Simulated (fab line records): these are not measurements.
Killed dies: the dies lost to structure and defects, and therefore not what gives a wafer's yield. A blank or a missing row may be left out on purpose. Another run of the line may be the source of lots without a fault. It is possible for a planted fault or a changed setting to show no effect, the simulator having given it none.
A struck lot beside a sound one	flow nand-harc	15 out of 1159 route steps
Sound: the wafers L103.1, L103.3, L103.6. Struck: wafers L108.1, L108.3, L108.5. At the end, the cause is stated.
Per side, at each step with rows, come the tool, then ch with its chambers, and then its first start. Under that, the readings that differ: sound wafers	struck wafers	difference of the means	sigmas: that difference in standard deviations of wafers without a fault.
alike: a reading whose means differ by less than 2 such deviations, as well as words and numbers matching on both sides. not compared: withheld readings; readings where some wafer has no value; bounds like >300 that might hide an equal value; numbers whose values overlap and for which the record gives no deviation.
A row with sigmas, a row that says differs or no value, or rows on one side alone: a step with any of these is where the two part. When numbers do not overlap yet have no deviation, they are printed without sigmas and do not part them. Lack of a reading on every wafer of one side parts them only where that side has two or more wafers.

first, 3 steps without rows for these wafers: NHARC_A_CONTACT_ETCH_128 (etches the open film in C4F8/O2/Ar, time 155 s, target depth 956 nm); NHARC_A_CONTACT_ETCH_129 (etches the open film in C4F8/O2/Ar, time 155 s, target depth 956 nm); NHARC_A_CONTACT_ETCH_130 (etches the open film in C4F8/O2/Ar, time 155 s, target depth 956 nm).
NHARC_A_CONTACT_ETCH_131: etches the open film in C4F8/O2/Ar, time 155 s, target depth 956 nm.
  sound on har-cap-etch-02 ch 0,1, day 17 07:45; struck on har-cap-etch-02 ch 1, day 19 03:07
reading	sound	struck	difference	sigmas
oes-air-line-au (a.u.)	1.039 0.987 1.025	0.980 0.945 0.977	-0.050	-2
  alike: chamber-pressure-mTorr
  not compared: rf-hours-counter-h
then, 1 step without rows for these wafers: NHARC_A_CONTACT_ETCH_132 (etches the open film in C4F8/O2/Ar, time 156 s, target depth 958 nm).
NHARC_A_CONTACT_ETCH_133: etches the open film in C4F8/O2/Ar, time 195 s, target depth 840 nm.
  sound on har-cap-etch-02 ch 0,1, day 17 08:04; struck on har-cap-etch-02 ch 1, day 19 03:23
  alike: chamber-pressure-mTorr, oes-air-line-au
  not compared: rf-hours-counter-h
NHARC_A_CONTACT_ETCH_91: etches the open film in CH3F/O2, target depth 40 nm, time 85.7 s.
  sound on rie-diel-06 ch 0,1,2, day 17 08:35; struck on rie-diel-06 ch 1,3, day 19 03:59
  alike: bias-w, ch3f-flow-sccm, drypump-motor-current-A, oes-product-au, rf-fwd-power-W, rf-vpp-V, showerhead-plenum-p-Torr, throttle-valve-pct
  not compared: rf-hours-counter-h
NHARC_A_CONTACT_ETCH_97: etches the open film in C4F6/O2, target depth 20 nm, time 10 s.
  sound on rie-diel-06 ch 0,1,3; struck on rie-diel-06 ch 0,1,3
  alike: bias-w, c4f6-flow-sccm, drypump-motor-current-A, oes-product-au, rf-fwd-power-W, rf-vpp-V, showerhead-plenum-p-Torr, throttle-valve-pct
  not compared: rf-hours-counter-h
NHARC_A_CONTACT_CD_MEAS_80:
  struck on cd-sem-02, day 19 04:11; sound on cd-sem-02, day 17 08:47
reading	sound	struck	difference	sigmas
cd-nm (nm)	188.5 189.2 188.6	191.1 190.8 190.3	+2.0	+3
then, 3 steps without rows for these wafers: NHARC_A_CONTACT_STRIP_103 (strips in N2/H2); NHARC_A_CONTACT_STRIP_104 (strips in CF4/CHF3); NHARC_A_CONTACT_STRIP_105 (strips in O2/COS).
NHARC_A_CONTACT_ETCH_106: etches the open film in CF4/O2, target depth 60 nm, overetch 6 nm, time 33 s.
  sound on rie-diel-11 ch 0,3, day 17 09:08; struck on rie-diel-11 ch 0,1,3, day 19 04:43
  no value came back on the struck wafers for any of 9 readings (bias-w (W), cf4-flow-sccm (sccm) and others); on the sound wafers bias-w (W) reads 100.7 99.9 100.0
  not compared: rf-hours-counter-h
NHARC_A_CONTACT_STRIP_82: strips in O2.
  sound on rie-diel-11 ch 0,3; struck on rie-diel-11 ch 0,1,3, day 19 04:48
  alike: drypump-motor-current-A, oes-product-au, rf-vpp-V, showerhead-plenum-p-Torr, throttle-valve-pct
  not compared: rf-hours-counter-h
after that, 1 step had no rows for these wafers: NHARC_END_SORT_01.

== WHERE THEY PART ==
Last at NHARC_A_CONTACT_ETCH_106 as far as this record goes, first at NHARC_A_CONTACT_ETCH_131. Later steps at which nothing parts them and some readings are alike: NHARC_A_CONTACT_STRIP_82.

WHY: what the simulator had put in
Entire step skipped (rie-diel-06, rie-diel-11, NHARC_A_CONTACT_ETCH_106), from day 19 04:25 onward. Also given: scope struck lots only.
